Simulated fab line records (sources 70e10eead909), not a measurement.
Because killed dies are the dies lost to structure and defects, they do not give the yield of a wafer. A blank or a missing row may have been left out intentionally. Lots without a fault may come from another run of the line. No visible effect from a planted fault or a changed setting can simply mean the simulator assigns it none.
Matching of chambers / flow nand-harc / 4 sister chambers for NHARC_A_CONTACT_ETCH_102 on rie-diel-03
The step etches the open film in CF4/O2, target depth 70 nm, overetch 7 nm, time 38.5 s. 8 wafers are shown with their chamber, then 6 later ones without.

EACH WAFER AND ITS CHAMBER
wafer=L610.5; chamber=3; showerhead-plenum-p-Torr (Torr)=1.27; drypump-motor-current-A (A)=6.5
wafer=L610.6; chamber=2; showerhead-plenum-p-Torr (Torr)=1.34; drypump-motor-current-A (A)=5.8
wafer=L615.1; chamber=2; showerhead-plenum-p-Torr (Torr)=1.34; drypump-motor-current-A (A)=5.8
wafer=L615.2; chamber=3; showerhead-plenum-p-Torr (Torr)=1.27; drypump-motor-current-A (A)=6.5
wafer=L615.3; chamber=0; showerhead-plenum-p-Torr (Torr)=1.30; drypump-motor-current-A (A)=5.8
wafer=L628.2; chamber=1; showerhead-plenum-p-Torr (Torr)=1.42; drypump-motor-current-A (A)=5.4
wafer=L628.4; chamber=0; showerhead-plenum-p-Torr (Torr)=1.29; drypump-motor-current-A (A)=5.9
wafer=L628.5; chamber=1; showerhead-plenum-p-Torr (Torr)=1.42; drypump-motor-current-A (A)=5.4

WAFERS WITH NO CHAMBER GIVEN
wafer=L632.1; showerhead-plenum-p-Torr (Torr)=1.29; drypump-motor-current-A (A)=5.8
wafer=L632.5; showerhead-plenum-p-Torr (Torr)=1.42; drypump-motor-current-A (A)=5.4
wafer=L632.6; showerhead-plenum-p-Torr (Torr)=1.29; drypump-motor-current-A (A)=5.8
wafer=L630.1; showerhead-plenum-p-Torr (Torr)=1.34; drypump-motor-current-A (A)=5.8
wafer=L630.3; showerhead-plenum-p-Torr (Torr)=1.27; drypump-motor-current-A (A)=6.5
wafer=L630.5; showerhead-plenum-p-Torr (Torr)=1.42; drypump-motor-current-A (A)=5.4

THE CHAMBER EACH PASSED THROUGH
wafer=L632.1; from the rows above=0; in truth=0
wafer=L632.5; from the rows above=1; in truth=1
wafer=L632.6; from the rows above=0; in truth=0
wafer=L630.1; from the rows above=2; in truth=2
wafer=L630.3; from the rows above=3; in truth=3
wafer=L630.5; from the rows above=1; in truth=1
Correctly placed: 6 of 6. Left unplaced by these rows: 0. Placed wrongly: 0.
How it was worked out, from the rows above alone: a wafer's distance from a chamber is the root of the sum, over the readings, of the square of ((its reading less the chamber's mean) divided by the reading's scatter). If the next closest chamber is less than 2 further off than the closest, the wafer can't be placed; otherwise it belongs to the closest. Each chamber's mean is taken over the wafers shown for it. The scatter is the square root of a quotient: the sum, over the shown wafers, of each reading's squared deviation from its chamber's mean, divided by wafers minus chambers.
